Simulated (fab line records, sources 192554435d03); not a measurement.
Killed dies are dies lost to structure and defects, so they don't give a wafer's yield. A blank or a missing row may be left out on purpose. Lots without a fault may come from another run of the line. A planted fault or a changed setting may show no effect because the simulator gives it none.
fab line records | flow n5_finfet
record lots=24 wafers=72 last_day=18
route steps=1938 shown BEOL_M10@1488 BEOL_M11@1550 BEOL_M12@1603
lots that met no fault: from a run of the same line without faults
start_h: hours from the record's first day to the start of the lot's first wafer shown | wait_h: hours since the lot's step before | " the same as in the row above | L1.1+2: a row that stands for several wafers | - no value, or no start given | * or withheld: withheld | < > ~ a bound
route shown NAME@n: a module of which the file shows steps, and the number in the route of the first | usual: mean/standard deviation of fault-free wafers | same: alike in all rows | chamber/n: place in a boat | sites: the reading at each site | _std_site: their standard deviation | _edge_site: outer sites' mean less inner sites' | radius_mm: how far each site lies from the wafer's centre | mask NAME#n: copy n | behind: the tool/chamber that last shaped the wafer | hold: why the lot was held/for how many hours/how that ended | device: the transistor (n, p or np) that didn't switch | end of line: the same wafers' tests at the end of the route | a step without rows: its recipe alone | killed: dies lost to structure and defects at the first sort, not the wafer's yield | map: a wafer's dies, x killed, . not, _ none there
set.NAME: the setting as run; set.NAME@STEP: as run at that earlier step | model.NAME: the simulator's own value behind a step, which no gauge read
steps of the route over a sample of lots; a table a step, a row a wafer
services: from which hour (start_h, from the record's first day; less than 0 if before it) a tool's chamber was out of use, for how many hours, and why
## steps
# step N5_BEOL_M10_ETCH_62
# recipe chemistry=N2/H2 target=SOC target_depth_a=1100 overetch_a=220 mask_material=SiARC temp_c=40 time_s=165 ion_energy_ev=200 pressure_mtorr=30 source_w=840 bias_w=150 n2_flow_sccm=200 h2_flow_sccm=200
# usual drypump_motor_current_A=5.9/0.35 oes_product_au=0.66/0.072 rf_vpp_V=522.3/2.3 showerhead_plenum_p_Torr=2.48/0.08 throttle_valve_pct=17.9/0.3
# columns lot.wafer tool chamber start_h wait_h drypump_motor_current_A oes_product_au rf_hours_counter_h rf_vpp_V showerhead_plenum_p_Torr throttle_valve_pct
L074.1 rie_diel-02 3 212.30 0.0 6.1 0.60 208 521.6 2.42 18.4
L074.2 " 2 " " 6.1 0.63 195 526.2 2.63 18.3
L074.6 " 3 " " 6.1 0.60 - 520.2 2.42 18.4
L075.1 rie_diel-06 0 218.39 0.0 5.8 0.76 35 522.3 2.48 17.7
L075.4 " 2 " " 5.9 0.77 26 522.1 2.48 17.3
L075.5 " 0 " " 5.8 0.77 - 521.2 2.48 17.7
L076.1 rie_diel-05 1 219.70 0.0 5.1 0.77 35 522.0 2.50 17.7
L076.2 " 0 " " 5.7 0.70 75 520.6 2.47 17.7
L076.4 " 2 " " 6.2 0.76 19 525.9 2.59 17.8
L078.3 rie_diel-06 1 224.23 0.0 6.0 0.62 186 524.6 2.54 18.2
L078.5 " 3 " " 6.2 0.64 - 521.3 2.43 17.9
L078.6 " 0 " " 5.8 0.76 - 521.2 2.48 17.7
L077.2 rie_diel-06 1 227.44 0.0 6.0 0.62 187 523.2 2.54 18.2
L077.5 " 2 " " 5.9 0.77 - 521.8 2.48 17.3
L077.6 " 3 " " 6.2 0.64 - 521.0 2.43 17.9
L079.2 rie_diel-02 1 247.01 0.0 5.0 0.60 207 520.9 2.42 17.9
L079.4 " 0 " " 5.9 0.60 239 519.6 2.40 18.1
L079.5 " 2 " " 6.2 0.62 - 526.1 2.62 18.3
L080.3 rie_diel-06 2 258.19 0.0 5.9 0.75 41 522.6 2.47 17.3
L080.5 " 3 " " 6.2 0.63 - 520.6 2.43 17.9
L080.6 " 0 " " 5.8 0.74 - 521.1 2.48 17.7
L083.2 rie_diel-06 3 270.44 0.0 6.2 0.63 194 520.6 2.43 17.9
L083.5 " 0 " " 5.8 0.73 - 521.2 2.48 17.7
L083.6 " 3 " " 6.2 0.62 - 521.6 2.43 18.0
L084.2 rie_diel-06 2 270.69 0.0 5.9 0.75 45 523.7 2.47 17.3
L084.3 " 3 " " 6.2 0.63 194 522.3 2.43 17.9
L084.6 " 1 " " 6.0 0.61 - 523.4 2.53 18.2
L081.1 rie_diel-02 1 270.74 0.0 5.0 0.60 217 520.9 2.42 17.9
L081.3 " 3 " " 6.1 0.59 228 521.4 2.41 18.4
L081.5 " 2 " " 6.2 0.62 - 526.8 2.62 18.3
L082.1 rie_diel-02 2 272.76 0.0 6.2 0.61 217 526.6 2.62 18.3
L082.4 " 0 " " 5.9 0.59 248 519.5 2.39 18.1
L082.5 " 1 " " 5.0 0.60 - 520.5 2.42 17.9
L087.1 rie_diel-02 1 273.80 0.0 5.0 0.60 218 520.3 2.42 17.9
L087.3 " 3 " " 6.1 0.58 230 518.8 2.41 18.4
L087.5 " 1 " " 5.0 0.60 - 519.4 2.41 17.9
L085.1 rie_diel-02 3 276.34 0.0 6.1 0.58 231 520.8 2.41 18.4
L085.5 " 3 " " 6.1 0.58 - 519.8 2.41 18.4
L085.6 " 2 " " 6.1 0.61 - 526.5 2.62 18.3
L086.1 rie_diel-02 2 277.34 0.0 6.2 0.62 219 524.7 2.62 18.3
L086.2 " 3 " " 6.1 0.58 231 520.3 2.41 18.4
L086.3 " 0 " " 5.9 0.59 250 520.3 2.39 18.1
L090.3 rie_diel-05 1 310.43 0.0 5.1 0.72 73 521.4 2.48 17.8
L090.5 " 1 " " 5.1 0.72 - 522.8 2.48 17.8
L090.6 " 0 " " 5.7 0.67 - 523.8 2.46 17.7
L089.1 rie_diel-06 1 310.79 0.0 6.0 0.60 212 523.0 2.53 18.3
L089.2 " 0 " " 5.8 0.72 65 522.4 2.47 17.7
L089.5 " 0 " " 5.7 0.72 - 522.7 2.47 17.7
L088.2 rie_diel-06 2 311.08 0.0 5.9 0.73 59 521.0 2.47 17.4
L088.3 " 1 " " 6.0 0.60 212 523.4 2.53 18.3
L088.5 " 2 " " 5.9 0.73 - 522.3 2.47 17.4
L091.2 rie_diel-06 1 323.47 0.0 6.0 0.60 216 522.9 2.53 18.3
L091.4 " 3 " " 6.2 0.61 213 520.8 2.42 18.0
L091.5 " 0 " " 5.8 0.72 - 521.6 2.47 17.7
L092.2 rie_diel-05 2 323.71 0.0 6.2 0.71 61 525.2 2.58 17.8
L092.3 " 0 " " 5.6 0.68 110 521.1 2.46 17.7
L092.5 " 1 " " 5.1 0.72 - 520.7 2.48 17.8
L093.1 rie_diel-06 2 330.26 0.0 5.9 0.73 66 521.9 2.46 17.4
L093.3 " 0 " " 5.8 0.71 72 523.0 2.47 17.7
L093.6 " 3 " " 6.2 0.61 - 519.7 2.42 18.0
L095.3 rie_diel-02 2 338.30 0.0 6.2 0.60 241 524.8 2.61 18.3
L095.4 " 0 " " 5.9 0.80 - 528.4 2.71 17.7
L095.5 " 2 " " 6.2 0.61 - 526.5 2.61 18.3
L094.2 rie_diel-06 0 344.06 0.0 5.8 0.72 77 521.0 2.47 17.8
L094.3 " 1 " " 6.0 0.60 224 524.3 2.52 18.3
L094.5 " 0 " " 5.8 0.71 - 521.5 2.47 17.8
L097.1 rie_diel-02 2 352.19 0.0 6.2 0.60 245 524.6 2.61 18.3
L097.2 " 3 " " 6.1 0.83 2 528.8 2.72 18.0
L097.3 " 0 " " 5.9 0.78 13 526.8 2.70 17.7
L096.3 rie_diel-06 1 369.83 0.0 6.0 0.59 233 522.6 2.52 18.3
L096.4 " 0 " " 5.8 0.70 - 522.6 2.46 17.8
L096.5 " 1 " " 6.0 0.59 - 522.7 2.52 18.3
# step N5_BEOL_M11_OVL_MEAS_12
# recipe points_per_wafer=44
# usual M11_OVL=0.1/0.78
# columns lot.wafer tool chamber start_h wait_h M11_OVL[nm]
L074.1 overlay-02 0 219.24 0.0 0.5
L074.2 " 0 " " -0.4
L074.6 " 0 " " 0.2
L075.1 overlay-02 0 225.70 0.0 1.1
L075.4 " 0 " " 0.6
L075.5 " 0 " " -0.7
L076.1 overlay-01 0 227.74 0.0 1.3
L076.2 " 0 " " 1.2
L076.4 " 0 " " 1.0
L078.3 overlay-02 0 231.57 0.0 0.5
L078.5 " 0 " " -1.4
L078.6 " 0 " " -0.3
L077.2 overlay-02 0 235.76 0.0 -0.4
L077.5 " 0 " " 0.3
L077.6 " 0 " " 1.0
L079.2 overlay-02 0 254.31 0.0 0.5
L079.4 " 0 " " -0.2
L079.5 " 0 " " 0.6
L080.3 overlay-01 0 264.75 0.0 -0.3
L080.5 " 0 " " -0.9
L080.6 " 0 " " -1.2
L083.2 overlay-02 0 276.52 0.0 0.6
L083.5 " 0 " " 0.8
L083.6 " 0 " " 1.4
L084.2 overlay-01 0 277.40 0.0 0.6
L084.3 " 0 " " 0.7
L084.6 " 0 " " 0.2
L081.1 overlay-02 0 281.78 0.0 1.5
L081.3 " 0 " " 0.8
L081.5 " 0 " " 0.9
L082.1 overlay-02 0 281.98 0.0 0.4
L082.4 " 0 " " 0.2
L082.5 " 0 " " 1.3
L087.1 overlay-01 0 282.38 0.0 0.7
L087.3 " 0 " " 0.1
L087.5 " 0 " " -0.5
L085.1 overlay-01 0 285.18 0.0 -0.1
L085.5 " 0 " " -1.2
L085.6 " 0 " " -1.4
L086.1 overlay-01 0 285.65 0.0 -0.1
L086.2 " 0 " " -0.9
L086.3 " 0 " " -1.8
L090.3 overlay-01 0 315.92 0.0 0.1
L090.5 " 0 " " -1.2
L090.6 " 0 " " -1.1
L089.1 overlay-02 0 318.72 0.0 0.1
L089.2 " 0 " " 1.6
L089.5 " 0 " " 0.1
L088.2 overlay-01 0 318.80 0.0 -0.4
L088.3 " 0 " " 0.6
L088.5 " 0 " " 0.1
L092.2 overlay-01 0 329.96 0.0 -0.4
L092.3 " 0 " " -1.0
L092.5 " 0 " " 0.4
L091.2 overlay-01 0 331.02 0.0 -0.4
L091.4 " 0 " " 0.1
L091.5 " 0 " " -0.7
L093.1 overlay-01 0 340.75 0.0 0.8
L093.3 " 0 " " 0.0
L093.6 " 0 " " 1.9
L095.3 overlay-01 0 345.19 0.0 -0.8
L095.4 " 0 " " -0.7
L095.5 " 0 " " -0.4
L094.2 overlay-02 0 351.94 0.0 0.7
L094.3 " 0 " " 0.9
L094.5 " 0 " " 0.9
L097.1 overlay-02 0 362.36 0.0 0.1
L097.2 " 0 " " 0.5
L097.3 " 0 " " 0.1
L096.3 overlay-02 0 377.43 0.0 0.7
L096.4 " 0 " " 0.6
L096.5 " 0 " " 0.6
# step N5_BEOL_M11_VIA_ETCH_34
# recipe chemistry=C4F6/O2 target=SiCOH_lowk target_depth_a=1845 mask_material=SOC taper_deg=4 time_s=69.2 ion_energy_ev=250 pressure_mtorr=30 source_w=345 bias_w=185 Ar_flow_sccm=300 C4F6_flow_sccm=10 O2_flow_sccm=10
# usual drypump_motor_current_A=5.5/0.43 oes_o_777_au=0.83/0.056 oes_product_au=0.83/0.058 rf_vpp_V=667/5.7 showerhead_plenum_p_Torr=2.90/0.096 throttle_valve_pct=20.87/0.22
# columns lot.wafer tool chamber start_h wait_h drypump_motor_current_A oes_o_777_au oes_product_au rf_hours_counter_h rf_vpp_V showerhead_plenum_p_Torr throttle_valve_pct
L074.1 rie_diel-03 3 221.87 0.0 4.8 0.82 0.84 65 666 2.77 21.09
L074.2 " 2 " " 5.4 0.84 0.83 95 660 2.98 21.15
L074.6 " 3 " " 4.7 0.82 0.84 - 665 2.77 21.10
L075.1 rie_diel-03 2 228.20 0.0 5.4 0.84 0.81 98 659 2.98 21.18
L075.4 " 1 " " 5.9 0.86 0.84 - 662 2.89 20.84
L075.5 " 3 " " 4.8 0.82 0.83 - 666 2.76 21.07
L076.1 rie_diel-03 2 230.50 0.0 5.4 0.84 0.82 99 658 2.98 21.18
L076.2 " 3 " " 4.7 0.82 0.83 69 665 2.76 21.11
L076.4 " 3 " " 4.8 0.81 0.83 - 665 2.76 21.10
L078.3 rie_diel-01 1 234.26 0.0 6.0 0.83 0.84 51 673 3.00 20.40
L078.5 " 2 " " 5.5 0.96 0.96 - 663 2.81 20.76
L078.6 " 3 " " 5.4 0.84 0.86 - 674 2.88 20.87
L077.2 rie_diel-04 1 242.37 0.0 5.7 0.80 0.81 88 672 2.76 20.57
L077.5 " 3 " " 6.5 0.72 0.71 - 659 2.72 21.03
L077.6 " 2 " " 5.8 0.69 0.68 - 662 2.92 21.16
L079.2 rie_diel-04 3 266.74 0.0 6.5 0.72 0.70 229 659 2.71 21.02
L079.4 " 3 " " 6.5 0.72 0.69 - 661 2.71 21.05
L079.5 " 1 " " 5.7 0.79 0.80 - 671 2.75 20.57
L080.3 rie_diel-01 0 266.83 0.0 5.1 0.83 0.83 77 667 3.00 20.92
L080.5 " 1 " " 6.0 0.82 0.82 - 672 2.99 20.44
L080.6 " 2 " " 5.5 0.92 0.92 - 664 2.81 20.76
L083.2 rie_diel-01 1 280.73 0.0 5.9 0.81 0.82 67 675 2.99 20.44
L083.5 " 1 " " 5.9 0.82 0.83 - 673 2.99 20.43
L083.6 " 2 " " 5.5 0.92 0.91 - 664 2.81 20.78
L084.2 rie_diel-03 3 280.78 0.0 4.7 0.80 0.80 88 664 2.76 21.11
L084.3 " 1 " " 5.9 0.84 0.83 76 661 2.88 20.87
L084.6 " 2 " " 5.4 0.83 0.79 - 658 2.97 21.21
L082.1 rie_diel-04 2 284.16 0.0 5.8 1.00 0.99 1 663 2.92 20.78
L082.4 " 1 " " 5.7 0.79 0.79 102 672 2.75 20.59
L082.5 " 1 " " 5.7 0.78 0.79 - 671 2.75 20.59
L087.1 rie_diel-01 3 284.46 0.0 5.4 0.82 0.84 81 675 2.88 20.90
L087.3 " 2 " " 5.6 0.91 0.91 22 663 2.81 20.79
L087.5 " 2 " " 5.6 0.92 0.92 - 663 2.81 20.79
L081.1 rie_diel-03 2 284.52 0.0 5.4 0.82 0.79 119 659 2.97 21.21
L081.3 " 0 " " 5.2 0.90 0.92 14 664 3.03 20.86
L081.5 " 2 " " 5.4 0.82 0.79 - 660 2.97 21.20
L085.1 rie_diel-01 3 286.80 0.0 5.4 0.83 0.84 81 674 2.88 20.91
L085.5 " 0 " " 5.1 0.82 0.83 - 668 2.99 20.92
L085.6 " 1 " " 6.0 0.81 0.80 - 676 2.99 20.44
L086.1 rie_diel-04 3 287.01 0.0 6.5 0.71 0.69 235 658 2.71 21.03
L086.2 " 2 " " 5.8 0.99 0.98 2 663 2.92 20.76
L086.3 " 1 " " 5.7 0.78 0.79 102 672 2.75 20.59
L090.3 rie_diel-01 3 317.80 0.0 5.4 0.81 0.82 95 674 2.87 20.90
L090.5 " 0 " " 5.1 0.81 0.81 - 666 2.99 20.96
L090.6 " 3 " " 5.4 0.82 0.81 - 672 2.87 20.91
L088.2 rie_diel-03 0 325.62 0.0 5.2 0.88 0.88 24 665 3.03 20.87
L088.3 " 1 " " 5.9 0.82 0.81 87 661 2.88 20.90
L088.5 " 3 " " 4.7 0.79 0.80 - 665 2.75 21.13
L089.1 rie_diel-01 0 325.68 0.0 5.0 0.81 0.81 97 668 2.99 20.97
L089.2 " 3 " " 5.4 0.81 0.82 98 675 2.87 20.90
L089.5 " 3 " " 5.4 0.81 0.82 - 673 2.87 20.92
L092.2 rie_diel-03 2 333.78 0.0 5.4 0.81 0.78 128 658 2.97 21.22
L092.3 " 1 " " 6.0 0.81 0.81 89 661 2.87 20.90
L092.5 " 3 " " 4.8 0.79 0.79 - 665 2.75 21.15
L091.2 rie_diel-01 3 333.84 0.0 5.4 0.81 0.81 100 674 2.87 20.93
L091.4 " 3 " " 5.4 0.81 0.81 - 672 2.87 20.91
L091.5 " 1 " " 6.0 0.80 0.80 - 673 2.99 20.46
L093.1 rie_diel-01 2 344.02 0.0 5.5 0.87 0.88 40 663 2.80 20.79
L093.3 " 3 " " 5.4 0.80 0.81 103 673 2.87 20.93
L093.6 " 1 " " 6.0 0.80 0.80 - 674 2.98 20.47
L095.3 rie_diel-01 0 346.89 0.0 5.1 0.80 0.80 105 668 2.98 20.96
L095.4 " 3 " " 5.4 0.80 0.81 105 675 2.87 20.95
L095.5 " 0 " " 5.1 0.79 0.79 - 670 2.98 20.99
L094.2 rie_diel-01 3 356.74 0.0 5.4 0.80 0.80 107 674 2.86 20.94
L094.3 " 0 " " 5.1 0.80 0.78 107 668 2.98 20.96
L094.5 " 0 " " 5.1 0.80 0.79 - 667 2.98 20.97
L097.1 rie_diel-01 2 363.63 0.0 5.6 0.87 0.87 46 662 2.80 20.81
L097.2 " 0 " " 5.1 0.80 0.79 109 668 2.98 20.96
L097.3 " 1 " " 6.0 0.79 0.80 89 673 2.98 20.48
L096.3 rie_diel-03 1 380.32 0.0 5.9 0.80 0.79 104 662 2.87 20.92
L096.4 " 2 " " 5.4 0.79 0.77 143 658 2.96 21.24
L096.5 " 3 " " 4.7 0.78 0.79 - 662 2.75 21.18
# step N5_BEOL_M11_DEP_56
# recipe material=SiCN target_thk_a=300 temp_c=withheld precursor=3MS/NH3 pressure_torr=3 rf_w=675 time_s=10.5
# usual showerhead_plenum_p_Torr=4.161/0.021 throttle_valve_pct=18.4/0.79
# columns lot.wafer tool chamber start_h wait_h showerhead_plenum_p_Torr throttle_valve_pct
L074.1 pecvd-04 1 225.27 0.0 4.123 18.8
L074.2 " 0 " " 4.167 19.0
L074.6 " 0 " " 4.174 18.9
L075.1 pecvd-03 2 231.36 0.0 4.134 17.9
L075.4 " 2 " " 4.129 18.1
L075.5 " 0 " " 4.163 18.4
L076.1 pecvd-04 0 235.83 0.0 4.162 18.6
L076.2 " 2 " " 4.179 16.6
L076.4 " 0 " " 4.170 18.6
L078.3 pecvd-04 0 237.59 0.0 4.158 18.8
L078.5 " 1 " " 4.136 18.7
L078.6 " 0 " " 4.175 18.9
L077.2 pecvd-04 0 247.23 0.0 4.171 18.6
L077.5 " 2 " " 4.172 17.1
L077.6 " 1 " " 4.135 18.7
L079.2 pecvd-03 1 270.15 0.0 4.193 18.0
L079.4 " 2 " " 4.151 18.1
L079.5 " 0 " " 4.173 18.6
L080.3 pecvd-04 1 270.69 0.0 4.146 18.7
L080.5 " 2 " " 4.177 16.9
L080.6 " 0 " " 4.163 18.7
L083.2 pecvd-04 1 283.56 0.0 4.135 18.6
L083.5 " 2 " " 4.180 17.3
L083.6 " 1 " " 4.133 18.9
L084.2 pecvd-01 2 283.84 0.0 4.163 17.6
L084.3 " 0 " " 4.147 20.0
L084.6 " 2 " " 4.163 17.4
L082.1 pecvd-01 2 287.33 0.0 4.176 17.4
L082.4 " 0 " " 4.157 20.1
L082.5 " 2 " " 4.164 17.4
L087.1 pecvd-03 2 288.28 0.0 4.152 18.0
L087.3 " 0 " " 4.169 18.6
L087.5 " 2 " " 4.137 17.9
L081.1 pecvd-01 2 288.55 0.0 4.186 17.7
L081.3 " 1 " " 4.145 19.1
L081.5 " 0 " " 4.161 20.1
L085.1 pecvd-01 2 289.64 0.0 4.171 17.7
L085.5 " 2 " " 4.178 17.5
L085.6 " 1 " " 4.148 19.3
L086.1 pecvd-04 2 289.71 0.0 4.184 17.2
L086.2 " 1 " " 4.133 18.9
L086.3 " 0 " " 4.171 18.8
L090.3 pecvd-01 2 320.16 0.0 4.168 17.8
L090.5 " 1 " " 4.142 18.9
L090.6 " 2 " " 4.167 17.6
L088.2 pecvd-03 2 327.93 0.0 4.136 18.0
L088.3 " 1 " " 4.197 18.2
L088.5 " 1 " " 4.198 17.9
L089.1 pecvd-01 0 328.56 0.0 4.144 20.5
L089.2 " 1 " " 4.142 19.0
L089.5 " 1 " " 4.150 19.1
L092.2 pecvd-03 1 337.48 0.0 4.203 17.8
L092.3 " 0 " " 4.154 18.4
L092.5 " 2 " " 4.141 18.3
L091.2 pecvd-03 0 337.87 0.0 4.163 18.5
L091.4 " 0 " " 4.156 18.4
L091.5 " 2 " " 4.126 18.2
L093.1 pecvd-04 2 346.71 0.0 4.184 17.4
L093.3 " 1 " " 4.141 18.6
L093.6 " 2 " " 4.180 17.1
L095.3 pecvd-03 2 349.53 0.0 4.140 18.2
L095.4 " 2 " " 4.143 18.5
L095.5 " 1 " " 4.201 18.2
L094.2 pecvd-04 2 359.48 0.0 4.173 17.5
L094.3 " 0 " " 4.167 19.0
L094.5 " 0 " " 4.163 18.9
L097.1 pecvd-03 1 367.19 0.0 4.196 17.9
L097.2 " 2 " " 4.133 18.6
L097.3 " 0 " " 4.161 18.4
L096.3 pecvd-03 2 383.29 0.0 4.124 18.5
L096.4 " 2 " " 4.138 18.7
L096.5 " 1 " " 4.200 18.5
# step N5_BEOL_M12_THK_MEAS_01
# recipe reads=SiOC_of_BEOL_M12_ILD_DEP_00
# usual M12_ILD_THK=659/7.7
# columns lot.wafer tool chamber start_h wait_h M12_ILD_THK[nm]
L074.1 film_metro-01 - 225.53 0.1 655
L074.2 " - " " 647
L074.6 " - " " 668
L075.1 film_metro-02 - 231.62 0.1 654
L075.4 " - " " 666
L075.5 " - " " 659
L076.1 film_metro-02 - 236.09 0.1 660
L076.2 " - " " 647
L076.4 " - " " 663
L078.3 film_metro-01 - 237.85 0.1 652
L078.5 " - " " 661
L078.6 " - " " 662
L077.2 film_metro-01 - 247.49 0.1 648
L077.5 " - " " 664
L077.6 " - " " 667
L079.2 film_metro-01 - 270.41 0.1 656
L079.4 " - " " 663
L079.5 " - " " 666
L080.3 film_metro-01 - 270.95 0.1 654
L080.5 " - " " 665
L080.6 " - " " 661
L083.2 film_metro-02 - 283.81 0.1 649
L083.5 " - " " 660
L083.6 " - " " 666
L084.2 film_metro-02 - 284.12 0.1 654
L084.3 " - " " 654
L084.6 " - " " 656
L082.1 film_metro-02 - 287.61 0.1 663
L082.4 " - " " 665
L082.5 " - " " 663
L087.1 film_metro-01 - 288.54 0.1 651
L087.3 " - " " 656
L087.5 " - " " 674
L081.1 film_metro-01 - 288.81 0.1 644
L081.3 " - " " 646
L081.5 " - " " 659
L085.1 film_metro-01 - 289.89 0.1 657
L085.5 " - " " 670
L085.6 " - " " 668
L086.1 film_metro-01 - 289.96 0.1 643
L086.2 " - " " 652
L086.3 " - " " 647
L090.3 film_metro-01 - 320.42 0.1 652
L090.5 " - " " 661
L090.6 " - " " 659
L088.2 film_metro-02 - 328.19 0.1 654
L088.3 " - " " 657
L088.5 " - " " 660
L089.1 film_metro-01 - 328.82 0.1 652
L089.2 " - " " 646
L089.5 " - " " 661
L092.2 film_metro-02 - 337.74 0.1 652
L092.3 " - " " 659
L092.5 " - " " 669
L091.2 film_metro-01 - 338.13 0.1 649
L091.4 " - " " 657
L091.5 " - " " 657
L093.1 film_metro-01 - 346.97 0.1 658
L093.3 " - " " 660
L093.6 " - " " 660
L095.3 film_metro-02 - 349.78 0.1 657
L095.4 " - " " 670
L095.5 " - " " 669
L094.2 film_metro-01 - 359.74 0.1 652
L094.3 " - " " 660
L094.5 " - " " 664
L097.1 film_metro-02 - 367.44 0.1 656
L097.2 " - " " 658
L097.3 " - " " 666
L096.3 film_metro-02 - 383.55 0.1 653
L096.4 " - " " 669
L096.5 " - " " 663
# step N5_BEOL_M12_OVL_MEAS_11
# recipe points_per_wafer=44
# usual V11_OVL=1/5.3
# columns lot.wafer tool chamber start_h wait_h V11_OVL[nm]
L074.1 overlay-02 0 225.86 0.0 6
L074.2 " 0 " " 0
L074.6 " 0 " " -6
L075.1 overlay-01 0 231.95 0.0 2
L075.4 " 0 " " 0
L075.5 " 0 " " -4
L076.1 overlay-02 0 236.55 0.0 11
L076.2 " 0 " " 8
L076.4 " 0 " " 7
L078.3 overlay-01 0 238.31 0.0 7
L078.5 " 0 " " -2
L078.6 " 0 " " 6
L077.2 overlay-01 0 247.82 0.0 -6
L077.5 " 0 " " -6
L077.6 " 0 " " -1
L079.2 overlay-01 0 270.87 0.0 2
L079.4 " 0 " " 1
L079.5 " 0 " " 7
L080.3 overlay-01 0 271.41 0.0 4
L080.5 " 0 " " 9
L080.6 " 0 " " 3
L083.2 overlay-01 0 284.27 0.0 -1
L083.5 " 0 " " -1
L083.6 " 0 " " -2
L084.2 overlay-01 0 284.58 0.0 -5
L084.3 " 0 " " -5
L084.6 " 0 " " 4
L082.1 overlay-01 0 287.94 0.0 0
L082.4 " 0 " " -2
L082.5 " 0 " " -9
L087.1 overlay-01 0 288.87 0.0 7
L087.3 " 0 " " -1
L087.5 " 0 " " 5
L081.1 overlay-01 0 289.14 0.0 -5
L081.3 " 0 " " -6
L081.5 " 0 " " -7
L085.1 overlay-02 0 290.23 0.0 5
L085.5 " 0 " " 4
L085.6 " 0 " " 3
L086.1 overlay-02 0 290.30 0.0 -6
L086.2 " 0 " " -2
L086.3 " 0 " " -2
L090.3 overlay-01 0 320.75 0.0 1
L090.5 " 0 " " 6
L090.6 " 0 " " 10
L088.2 overlay-01 0 328.52 0.0 3
L088.3 " 0 " " 2
L088.5 " 0 " " 6
L089.1 overlay-01 0 329.16 0.0 4
L089.2 " 0 " " -11
L089.5 " 0 " " 3
L092.2 overlay-01 0 338.08 0.0 -1
L092.3 " 0 " " -1
L092.5 " 0 " " -5
L091.2 overlay-02 0 338.60 0.0 11
L091.4 " 0 " " 2
L091.5 " 0 " " -1
L093.1 overlay-01 0 347.30 0.0 -3
L093.3 " 0 " " -7
L093.6 " 0 " " 5
L095.3 overlay-02 0 353.13 0.0 -7
L095.4 " 0 " " -10
L095.5 " 0 " " 0
L094.2 overlay-02 0 360.20 0.0 4
L094.3 " 0 " " 2
L094.5 " 0 " " 4
L097.1 overlay-02 0 367.78 0.0 -3
L097.2 " 0 " " 4
L097.3 " 0 " " -3
L096.3 overlay-02 0 383.89 0.0 -1
L096.4 " 0 " " 4
L096.5 " 0 " " -1
## services
# columns tool chamber start_h hours kind
rie_diel-06 2 209.85 1.5 repair
pecvd-01 - 240.01 0.7 repair
rie_diel-02 - 243.77 0.4 repair
rie_diel-04 1 246.44 6.6 repair
rie_diel-04 2 248.61 3.7 repair
rie_diel-06 1 249.84 9.5 repair
pecvd-03 - 255.30 4.5 repair
rie_diel-01 0 269.66 2.1 repair
rie_diel-06 0 274.73 1.6 repair
pecvd-01 1 275.40 12.4 repair
rie_diel-01 0 275.75 4.7 repair
rie_diel-06 0 276.83 7.2 repair
rie_diel-03 3 282.13 10.9 repair
rie_diel-02 0 286.55 12.4 repair
rie_diel-03 - 298.97 15.6 pm
pecvd-01 0 310.41 16.1 repair
rie_diel-02 - 320.74 3.6 repair
rie_diel-01 2 321.53 13.2 repair
rie_diel-02 2 328.81 3.2 repair
rie_diel-06 1 352.27 2.4 repair
pecvd-03 - 354.52 5.5 pm
rie_diel-02 1 362.03 1.3 repair
rie_diel-03 - 367.22 0.3 repair
rie_diel-06 2 368.01 12.3 repair
## key
fault none
